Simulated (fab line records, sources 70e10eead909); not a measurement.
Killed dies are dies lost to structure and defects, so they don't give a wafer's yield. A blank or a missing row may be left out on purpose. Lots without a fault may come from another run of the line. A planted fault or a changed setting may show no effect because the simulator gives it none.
One fault seen from 3 desks | flow nand_harc | each desk has only its own numbers; what lay behind them comes last

THE METROLOGY DESK
What the gauges read, lot by lot, whatever tool the lot ran on: means of the sampled wafers that have a number. A lot is out of limits, marked OUT, if its mean lies more than 4 standard deviations from the usual mean; the brackets give that distance.
Columns: A = thk_nm at NHARC_P_M2_THK_MEAS_24, usual 144.2 nm; B = thk_nm at NHARC_P_BONDPAD_THK_MEAS_33, usual 200.1 nm
lot  | first seen here | A                       | B
L646 | day 6 16:31     | 142.4                   | 200.3
L647 | day 7 19:43     | 143.2                   | 201.6
L649 | day 8 07:04     | 144.9                   | 199.7
L651 | day 8 21:13     | 143.3                   | 201.9
L654 | day 10 04:55    | 145.3                   | 198.9
L658 | day 11 22:51    | 144.4                   | 201.2
L659 | day 12 13:00    | 142.6                   | 200.4
L662 | day 13 16:05    | 398.9 (+99 or more) OUT | -
L663 | day 13 22:56    | 397.7 (+99 or more) OUT | -
L664 | day 14 10:28    | 144.7                   | 200.3
L668 | day 15 22:49    | 145.2                   | 200.1
This desk's finding: out of limits on L662, L663; first on L662, day 13 16:05 (thk_nm at NHARC_P_M2_THK_MEAS_24). In limits: L646, L647, L649, L651, L654, L658, L659, L664, L668.

THE TOOL OWNER'S DESK: cmp-01
The tool's own readings at NHARC_P_M2_CMP_23 (polishes, t overpolish 20 s, target thk 144.3 nm): means of the sampled wafers that have a number, for each lot that ran on this tool. A lot is out of limits, marked OUT, if its mean lies more than 4 standard deviations from the usual mean; the brackets give that distance.
Columns: A = edge_zone_pressure_frac at NHARC_P_M2_CMP_23, usual 1.000; B = motor_current_A at NHARC_P_M2_CMP_23, usual 12.8 A; C = time_to_endpoint_s at NHARC_P_M2_CMP_23, usual 28.6 s
lot  | first seen here | A     | B    | C
L646 | day 6 16:14     | 1.001 | 13.1 | 30.0
L647 | day 7 19:24     | 0.998 | 12.9 | 26.4
L649 | day 8 06:45     | 0.999 | 12.7 | 29.5
L651 | day 8 20:54     | 1.000 | 13.4 | 25.6
L654 | day 10 04:35    | 0.995 | 13.4 | 31.3
L658 | day 11 22:34    | 1.004 | 13.6 | 29.8
L659 | day 12 12:43    | 0.998 | 12.9 | 27.5
L664 | day 14 10:09    | 0.999 | 12.5 | 28.0
This desk's finding: nothing out of limits on any of the 8 lots.

THE DEFECT DESK
What the inspections along the route counted, lot by lot: means of the sampled wafers that have a number. A lot is out of limits, marked OUT, if its mean lies more than 4 standard deviations from the usual mean; the brackets give that distance.
Columns: A = raw_defect_count at NHARC_P_M2_INSPECT_27, usual 339
lot  | first seen here | A
L646 | day 6 16:41     | 290
L647 | day 7 19:53     | 473
L649 | day 8 07:14     | 247
L651 | day 8 21:24     | 291
L654 | day 10 05:04    | 271
L658 | day 11 23:01    | 504
L659 | day 12 13:09    | 343
L662 | day 13 16:14    | 194
L663 | day 13 23:06    | 374
L664 | day 14 10:37    | 290
L668 | day 15 22:59    | 431
This desk's finding: nothing out of limits on any of the 11 lots.

PUT TOGETHER
The metrology desk could have raised an alarm at day 13 16:05, on L662, L663.
The tool owner's desk saw nothing out of limits.
The defect desk saw nothing out of limits.
The tool owner's desk has no number on record for L662, L663.
The defect desk has L662, L663 on record, within its limits.
Of the lots named, all ran NHARC_P_M2_CMP_23 on cmp-01.

WHAT THE SIMULATOR HAD PUT IN
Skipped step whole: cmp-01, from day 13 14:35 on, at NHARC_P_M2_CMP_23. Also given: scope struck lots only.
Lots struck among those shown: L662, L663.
Hours from the fault's start to each desk's first reading out of limits: the metrology desk, 2.
